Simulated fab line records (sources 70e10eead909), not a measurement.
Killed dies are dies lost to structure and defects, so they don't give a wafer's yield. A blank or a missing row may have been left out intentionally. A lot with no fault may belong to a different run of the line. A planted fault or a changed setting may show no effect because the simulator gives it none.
2 desks looking at one fault | flow nand-harc | only its own numbers are on each desk; what lay behind them is given at the end

FOR THE TOOL OWNER'S DESK: litho-track-01
The tool's own readings at NHARC_P_M1_PEB_07 (peb time 65 s): means of the sampled wafers that have a number, for each lot that ran on this tool. If a lot's mean is further than 4 standard deviations from the usual mean, the lot is out of limits and carries the mark OUT (the distance appears in the brackets).
Columns: A = heater-power-total-W at NHARC_P_M1_PEB_07, usual 156.6 W; B = plate-temp-C at NHARC_P_M1_PEB_07, usual 100.02 C
lot  | first seen here | A               | B
L110 | day 6 16:54     | 156.4           | 100.01
L116 | day 8 21:59     | 156.6           | 100.14
L122 | day 12 07:44    | 177.8 (+49) OUT | -
L124 | day 12 08:36    | 178.2 (+50) OUT | -
L131 | day 15 04:49    | 156.7           | 100.02
L132 | day 15 20:52    | 156.8           | 99.97
Finding of this desk: L122, L124 out of limits; the first was L122 at day 12 07:44, on heater-power-total-W at NHARC_P_M1_PEB_07. Within limits: L110, L116, L131, L132.

THE METROLOGY DESK
Lot by lot, what the gauges showed, no matter which tool ran the lot: averages of those sampled wafers that carry a number. If a lot's mean is further than 4 standard deviations from the usual mean, the lot is out of limits and carries the mark OUT (the distance appears in the brackets).
Columns: A = cd-nm at NHARC_P_M1_CD_MEAS_09, usual 129.7 nm
lot  | first seen here | A
L110 | day 6 16:59     | 130.0
L111 | day 6 22:50     | 130.7
L113 | day 7 23:47     | 129.3
L115 | day 8 20:45     | 129.6
L116 | day 8 22:04     | 128.9
L118 | day 9 22:23     | 130.0
L122 | day 12 07:49    | 120.4 (-14) OUT
L124 | day 12 08:41    | 121.1 (-13) OUT
L128 | day 13 22:55    | 129.0
L130 | day 14 23:41    | 129.8
L131 | day 15 04:54    | 129.4
L132 | day 15 20:57    | 129.7
Finding of this desk: L122, L124 out of limits; the first was L122 at day 12 07:49, on cd-nm at NHARC_P_M1_CD_MEAS_09. Within limits: L110, L111, L113, L115, L116, L118, L128, L130, L131, L132.

PUT TOGETHER
The tool owner's desk could have raised an alarm at day 12 07:44, on L122, L124.
The metrology desk could have raised an alarm at day 12 07:49, on L122, L124.
All the named lots went through NHARC_P_M1_PEB_07 on litho-track-01.

WHAT THE SIMULATOR PUT IN
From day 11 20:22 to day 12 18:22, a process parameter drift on litho-track-01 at NHARC_P_M1_PEB_07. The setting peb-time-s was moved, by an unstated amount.
Shown lots that were struck: L122, L124.
Counting hours from when the fault started, the first reading out of limits came at 11 for the tool owner's desk and at 11 for the metrology desk.
